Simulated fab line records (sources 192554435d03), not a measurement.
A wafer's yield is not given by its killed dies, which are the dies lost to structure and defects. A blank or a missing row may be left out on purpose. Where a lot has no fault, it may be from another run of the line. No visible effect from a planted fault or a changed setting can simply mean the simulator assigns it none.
Split-lot trial | flow n5Finfet | on a route of 1938 steps: 7 lots, 21 wafers read

## ON THE SPLIT
At N5_BEOL_M7_COAT_05 (resist thk 90 nm), the setting spinRpm was moved away from the recipe's 1500 rpm on 11 of the 21 wafers read, by -6.7% to +9.9%. This setting was run at the recipe's value on the other wafers.

The split's own step is where the reading is taken.

## THE READING
CAR-ArF_of_BEOL_M7_COAT_05.thkNm (the simulator's own value, which no gauge read), in nm, at N5_BEOL_M7_COAT_05 (resist thk 90 nm). There is no usual value for it anywhere in the file. Average 90.0 nm, standard deviation 0.29 nm, over the 10 wafers here run with the recipe.

wafer  | tool, chamber at the split | spinRpm as run, rpm | against the recipe | CAR-ArF_of_BEOL_M7_COAT_05.thkNm, nm | against lot-mates on the recipe
L077.2 | lithoTrack-02, 0           | 1399                | -6.7%              | 93                                   | +2.8
L077.6 | lithoTrack-02, 0           | 1399                | -6.7%              | 93                                   | +2.8
L077.5 | lithoTrack-02, 0           | 1500                | recipe             | 90.2                                 | -
L076.2 | lithoTrack-05, 0           | 1500                | recipe             | 90.4                                 | -
L076.3 | lithoTrack-05, 0           | 1500                | recipe             | 90                                   | -
L076.6 | lithoTrack-05, 0           | 1500                | recipe             | 90.2                                 | -
L086.1 | lithoTrack-04, 0           | 1401                | -6.6%              | 93                                   | +3.3
L086.3 | lithoTrack-04, 0           | 1500                | recipe             | 89.4                                 | -
L086.5 | lithoTrack-04, 0           | 1500                | recipe             | 90                                   | -
L084.2 | lithoTrack-02, 0           | 1500                | recipe             | 90.2                                 | -
L084.6 | lithoTrack-02, 0           | 1500                | recipe             | 90.2                                 | -
L084.4 | lithoTrack-02, 0           | 1648                | +9.9%              | 86                                   | -4.2
L087.1 | lithoTrack-04, 0           | 1598                | +6.5%              | 87                                   | no lot-mate on the recipe
L087.5 | lithoTrack-04, 0           | 1598                | +6.5%              | 87                                   | no lot-mate on the recipe
L087.2 | lithoTrack-04, 0           | 1598                | +6.5%              | 86.8                                 | no lot-mate on the recipe
L094.1 | lithoTrack-05, 0           | 1548                | +3.2%              | 88.8                                 | -1.2
L094.6 | lithoTrack-05, 0           | 1548                | +3.2%              | 88.8                                 | -1.2
L094.5 | lithoTrack-05, 0           | 1500                | recipe             | 90                                   | -
L096.3 | lithoTrack-02, 0           | 1500                | recipe             | 89.6                                 | -
L096.4 | lithoTrack-02, 0           | 1543                | +2.9%              | 88.8                                 | -0.8
L096.6 | lithoTrack-02, 0           | 1543                | +2.9%              | 88.6                                 | -1.0

THE FIT
A straight line over all 21 wafers: CAR-ArF_of_BEOL_M7_COAT_05.thkNm changes by -0.442 nm for each +1% of spinRpm; r = -0.99; the points scatter about the line by 0.25 nm.
The same after taking each lot's own level away (the mean of its wafers on the recipe; 18 wafers): -0.424 nm for each +1%; r = -0.99; scatter 0.21 nm.
On that fit, the largest move of spinRpm shifts the reading by 4.2 nm.
From 89.60 to 90.20 nm: that is the span of the lots' own levels, equal to 2.1 times the standard deviation above.
The two slopes are in agreement: the lot-to-lot level therefore moves the slope only a little.
Check: -4.05 nm against its lot-mates is what the line predicts for one of the wafers moved furthest among these (+9.9%) when that wafer is left out of the fit. It came out at -4.2 nm against them.

## FURTHER SPLITS ON THESE WAFERS
Before the reading, these wafers also passed through other splits. Each is held against what the fit with the lots' levels taken away leaves over:
other split on the same wafers | wafers away from the commonest value | r with CAR-ArF_of_BEOL_M7_COAT_05.thkNm (lot level and that fit taken away)
N5_BEOL_M0_ETCH_138 sourceW    | 10                                   | +0.26
N5_BEOL_M1_COAT_68 spinRpm     | 5                                    | +0.23
N5_BEOL_M1_COAT_76 tempC       | 7                                    | -0.29
N5_BEOL_M5_COAT_05 spinRpm     | 8                                    | +0.29
N5_BEOL_M5_EXPOSE_08 doseMj    | 4                                    | -0.57
N5_BEOL_M6_ETCH_61 biasW       | 7                                    | +0.10

## FILE'S OWN FIT
CAR-ArF_of_BEOL_M7_COAT_05.thkNm changes by -0.432 nm for each +1% of spinRpm, r = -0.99.
